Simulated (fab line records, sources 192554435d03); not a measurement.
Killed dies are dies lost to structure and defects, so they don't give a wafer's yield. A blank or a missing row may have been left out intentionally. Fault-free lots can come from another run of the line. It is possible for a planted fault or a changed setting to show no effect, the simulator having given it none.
fab line records    flow n5_finfet
record: lots: 4  wafers: 12  last_day: 17
route steps=1938 shown WELL_APT@35 PMOS_HMC_CHANNEL_EPI@57 BEOL_M4@1111
lots that met no fault: from a run of the same line without faults
start_h: the number of hours between the record's first day and the start of the first shown wafer of the lot    wait_h: time in hours since the lot's previous step    " same as the row above    L1.1+2: one row covering several wafers at once    - either no value or no given start    * or withheld: withheld    < > ~ a bound
route shown NAME@n: a module of which the file shows steps, and the number in the route of the first    usual: mean/standard deviation of fault-free wafers    same: alike in all rows    chamber/n: place in a boat    sites: the reading at each site    _std_site: the values' standard deviation    _edge_site: the outer-site mean with the inner-site mean subtracted    radius_mm: how far each site lies from the wafer's centre    mask NAME#n: copy n    behind: the most recent tool/chamber to have shaped the wafer    hold: cause of the lot's hold/its duration in hours/its outcome    device: the transistor (n, p or np) that didn't switch    end of line: the route-end tests of the same wafers    a step with no rows: only its recipe    killed: dies lost to structure and defects at the first sort, not the wafer's yield    map: shows each die of a wafer: x if killed, . if not, _ if none is there
set.NAME: setting as actually run; set.NAME@STEP: the setting as run at that earlier step    model.NAME: the simulator's own value behind a step, which no gauge read
certain route steps with their lots: each step a table, each wafer a row
services: a tool's chamber out of use, with start hour (start_h, from the record's first day; less than 0 if before it), hours out, and reason
== steps ==
step: N5_WELL_APT_HMDS_18
recipe: time_s: 60  temp_c: 120
step: N5_WELL_APT_COAT_19
recipe: spin_rpm: 1357  resist_thk_nm: 950
step: N5_WELL_APT_EBR_21
recipe: solvent: PGMEA  ebr_width_mm: 1.5
step: N5_WELL_APT_SOFTBAKE_20
recipe: temp_c: 130  time_s: 60
step: N5_WELL_APT_EXPOSE_22
recipe: mask_id: PWELL  na: 0.8  source_shape: conventional  sigma_outer: 0.8  polarization: unpolarized  defocus_nm: 0  target_cd_nm: 200  dose_mj: 23.2
step: N5_WELL_APT_PEB_23
recipe: peb_temp_c: 130  peb_time_s: 90
step: N5_WELL_APT_DEVELOP_24
recipe: develop_time_s: 45  rinse_liquid: surfactant_rinse  dry: air_spin  dev_temp_c: 21
step: N5_WELL_APT_HARDBAKE_29
recipe: temp_c: 130  time_s: 120
step: N5_WELL_APT_DESCUM_30
recipe: chemistry: O2  time_s: 7.9  source_power_w: 50  bias_power_w: 20  pressure_mtorr: 20  rf_frequency_hz: 2.712e+07  temp_c: 40  o2_flow_sccm: 225
step: N5_WELL_APT_IMPLANT_31
recipe: species: B  energy_kev: 60  dose_cm2: 1.5e+13  tilt_deg: 0  rotation_deg: 0
usual: dose_ions_cm2: 1.4997e+13/1.7e+10  faraday_current_uA: 190/3.7  tilt_deg: -0.001/0.019
lot.wafer  tool          chamber  start_h  wait_h  dose_ions_cm2  faraday_current_uA  tilt_deg
L372.1     implanter-02  0        76.30    0.1     1.4968e+13     188                 0.001
L372.4     "             0        "        "       1.4971e+13     192                 0.013
L372.6     "             0        "        "       1.4969e+13     185                 -0.021
L375.2     implanter-02  0        93.14    0.1     1.3768e+13     183                 -0.001
L375.3     "             0        "        "       1.3769e+13     167                 -0.014
L375.4     "             0        "        "       1.3749e+13     169                 -0.020
L377.2     implanter-02  0        105.15   0.1     1.3777e+13     174                 0.023
L377.4     "             0        "        "       1.3748e+13     177                 0.011
L377.6     "             0        "        "       1.3779e+13     173                 0.031
L385.1     implanter-01  0        153.21   0.1     1.4995e+13     189                 0.006
L385.2     "             0        "        "       1.4973e+13     186                 -0.018
L385.6     "             0        "        "       1.5009e+13     184                 0.001
step: N5_WELL_APT_IMPLANT_32
recipe: species: BF2  energy_kev: 50  dose_cm2: 2e+13  tilt_deg: 0  rotation_deg: 0
step: N5_WELL_APT_STRIP_33
recipe: chemistry: SPM  time_s: 900  temp_c: 130  h2so4_h2o2_vol_ratio: 4  dry: ipa_marangoni
step: N5_WELL_APT_RTA_34
recipe: temp_c: 1000  time_s: 10  ambient: N2  idle_temp_c: 600  ramp_up_c_per_s: 150  ramp_down_c_per_s: 60  cool_to_c: 600
step: N5_WELL_APT_OXIDE_STRIP_42
recipe: chemistry: dHF  dilution: 25:1  time_s: 45  temp_c: 25  target: SiO2  target_depth_a: 120
step: N5_WELL_APT_PRECLEAN_36
recipe: chemistry: O3/DIW  time_s: 45  temp_c: 22  o3_ppm: 10
step: N5_WELL_APT_PRECLEAN_39
recipe: chemistry: dHF  time_s: 60  dilution: 150:1  temp_c: 25
step: N5_WELL_APT_SRD_37
recipe: dry: ipa_marangoni  do_ppb: 5  time_s: 30  temp_c: 23  rinse_liquid: diw
step: N5_WELL_APT_EPI_41
recipe: material: Si  target_thk_a: 500  temp_c: 650  precursor: SiH4/H2  pressure_torr: 20  time_s: 297.7
step: N5_PMOS_HMC_CHANNEL_EPI_HM_DEP_34
recipe: material: SiO2  target_thk_a: 360  temp_c: 400  precursor: TEOS/O2  pressure_torr: 6.5  rf_w: 900  teos_flow_sccm: 161.4  gas: O2  flow_sccm: 2650  time_s: 6.9
step: N5_PMOS_HMC_CHANNEL_EPI_COAT_31
recipe: resist: BARC  temp_c: 205  time_s: 60  spin_rpm: 1500  resist_thk_nm: 66
step: N5_PMOS_HMC_CHANNEL_EPI_COAT_03
recipe: resist: CAR-ArF-block  spin_rpm: 1500  resist_thk_nm: 205
step: N5_PMOS_HMC_CHANNEL_EPI_EBR_05
recipe: solvent: PGMEA  ebr_width_mm: 1.5
step: N5_PMOS_HMC_CHANNEL_EPI_SOFTBAKE_04
recipe: temp_c: 110  time_s: 60  resist: CAR-ArF-block
step: N5_PMOS_HMC_CHANNEL_EPI_EXPOSE_06
recipe: mask_id: PMOS_HMC_BLK  na: 1.35  source_shape: conventional  sigma_outer: 0.8  polarization: unpolarized  target_cd_nm: 240  dose_mj: 41
step: N5_PMOS_HMC_CHANNEL_EPI_PEB_07
recipe: peb_temp_c: 110  peb_time_s: 60  resist: CAR-ArF-block
step: N5_PMOS_HMC_CHANNEL_EPI_DEVELOP_08
recipe: develop_time_s: 30  developer: TMAH  resist: CAR-ArF-block  dev_temp_c: 23  rinse_liquid: diw  dry: air_spin
step: N5_PMOS_HMC_CHANNEL_EPI_DESCUM_14
recipe: chemistry: O2  time_s: 7.9  source_power_w: 50  bias_power_w: 20  pressure_mtorr: 20  rf_frequency_hz: 2.712e+07  temp_c: 40  resist: CAR-ArF-block  o2_flow_sccm: 225
step: N5_PMOS_HMC_CHANNEL_EPI_ETCH_32
recipe: chemistry: N2/H2  target: BARC  stop_on: SiO2  target_depth_a: 858  over_etch_frac: 0.3  time_s: 50.3  ion_energy_ev: 200  mask_material: CAR-ArF-block  pressure_mtorr: 30  source_w: 840  bias_w: 150  n2_flow_sccm: 200  h2_flow_sccm: 200
step: N5_PMOS_HMC_CHANNEL_EPI_HM_OPEN_15
recipe: chemistry: CHF3/O2  target: SiO2  mask_material: CAR-ArF-block  target_depth_a: 406  CHF3_flow_sccm: 50  O2_flow_sccm: 5  Ar_flow_sccm: 200  time_s: 20.3  pressure_mtorr: 30  source_w: 650  bias_w: 170  ion_energy_ev: 200
step: N5_PMOS_HMC_CHANNEL_EPI_STRIP_33
recipe: chemistry: N2/H2  power_w: 500  temp_c: 40  pressure_mtorr: 50  rf_frequency_hz: 6e+07  overash_fraction: 0.3  bias_power_w: 8  h2_frac: 0.5  n2_flow_sccm: 300  h2_flow_sccm: 300
step: N5_PMOS_HMC_CHANNEL_EPI_STRIP_17
recipe: chemistry: SPM  time_s: 750  temp_c: 130  h2so4_h2o2_vol_ratio: 4  dry: ipa_marangoni
step: N5_PMOS_HMC_CHANNEL_EPI_ETCH_38
recipe: chemistry: CF4  target: SiO2  target_depth_a: 15  ion_energy_ev: 350  pressure_mtorr: 10  icp_w: 800  bias_w: 400  cf4_flow_sccm: 80
step: N5_PMOS_HMC_CHANNEL_EPI_FIN_RECESS_16
recipe: chemistry: HBr/Cl2  target: Si  mask_material: SiO2  target_depth_a: 540  time_s: 18  pressure_mtorr: 10  icp_w: 800  bias_w: 75  HBr_flow_sccm: 150  Cl2_flow_sccm: 80
step: N5_PMOS_HMC_CHANNEL_EPI_PRECLEAN_36
recipe: chemistry: O3/DIW  time_s: 45  temp_c: 22  o3_ppm: 10
step: N5_PMOS_HMC_CHANNEL_EPI_PRECLEAN_18
recipe: chemistry: DHF  time_s: 30  temp_c: 25  dilution: withheld
step: N5_BEOL_M4_RC_MEAS_101
usual: DIBL_N: 37.3/2.3  DIBL_P: 37.4/2.9  IOFF_N: 0.18/0.045  IOFF_P: 0.25/0.054  ION_N: 679/15  ION_P: 468/9.7  RS_PWELL: 3014/20  SS_N: 71.8/0.62  SS_P: 73.6/0.76  VT_N: 248/4.1  VT_P: -248/3.6
lot.wafer  tool       chamber  start_h  wait_h  DIBL_N[mV/V]  DIBL_P[mV/V]  IOFF_N[nA/um]  IOFF_P[nA/um]  ION_N[uA/um]  ION_P[uA/um]  RS_PWELL[ohm/sq]  SS_N[mV/dec]  SS_P[mV/dec]  VT_N[mV]  VT_P[mV]
L372.1     prober-01  0        235.73   0.0     39.3          40.3          0.24           0.27           697           474           2983              73.0          74.3          243       -249
L372.4     "          0        "        "       34.9          36.9          0.16           0.22           676           472           3003              71.4          73.0          247       -251
L372.6     "          0        "        "       38.3          40.4          0.24           0.29           685           468           2981              72.8          74.1          245       -245
L375.2     prober-02  0        260.65   0.2     36.0          35.6          0.14           0.22           664           464           3150              71.8          73.6          254       -249
L375.3     "          0        "        "       34.1          32.9          0.12           0.17           647           453           3150              71.6          73.9          254       -251
L375.4     "          0        "        "       39.3          39.4          0.22           0.28           679           471           3157              72.1          75.0          247       -247
L377.2     prober-01  0        262.46   0.2     36.2          34.5          0.16           0.22           669           462           3213              71.4          73.0          248       -248
L377.4     "          0        "        "       37.2          37.1          0.18           0.26           674           463           3190              71.6          73.6          248       -244
L377.6     "          0        "        "       43.3          43.2          0.35           0.41           720           493           3177              73.3          75.6          239       -240
L385.1     prober-02  0        301.45   0.0     37.2          36.9          0.20           0.31           704           488           2988              71.1          73.8          247       -243
L385.2     "          0        "        "       34.1          32.9          0.12           0.21           657           469           3001              71.4          73.2          256       -249
L385.6     "          0        "        "       37.6          36.2          0.18           0.26           673           471           3022              72.6          73.4          249       -246
== services ==
tool          chamber  start_h  hours  kind
implanter-01  -        64.18    2.8    repair
implanter-02  -        65.46    1.8    repair
implanter-02  -        85.21    2.7    repair
== key ==
first_sign: step: N5_WELL_APT_IMPLANT_31  reading: dose_ions_cm2  direction: down  sigmas: 74  usual: 1.4997e+13  struck: 1.3765e+13
effect: step: N5_WELL_APT_IMPLANT_31  reading: faraday_current_uA  direction: down  sigmas: 4.4  usual: 190  struck: 174
effect: step: N5_BEOL_M4_RC_MEAS_101  reading: RS_PWELL  direction: up  sigmas: 7.8  usual: 3014  struck: 3173
met_at N5_WELL_APT_IMPLANT_31
struck_wafers L375.2,L375.3,L375.4,L377.2,L377.4,L377.6
onset_between 76.30 93.14
fault: kind: process_parameter_drift  tool: implanter-02  chamber: -  onset_h: 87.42  steps: N5_WELL_APT_IMPLANT_31  channel: dose_cm2  offset: -1.2247e+12  shape: step  end_h: 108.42  acts_in: these_recipes_only  stated: 1.5e+13
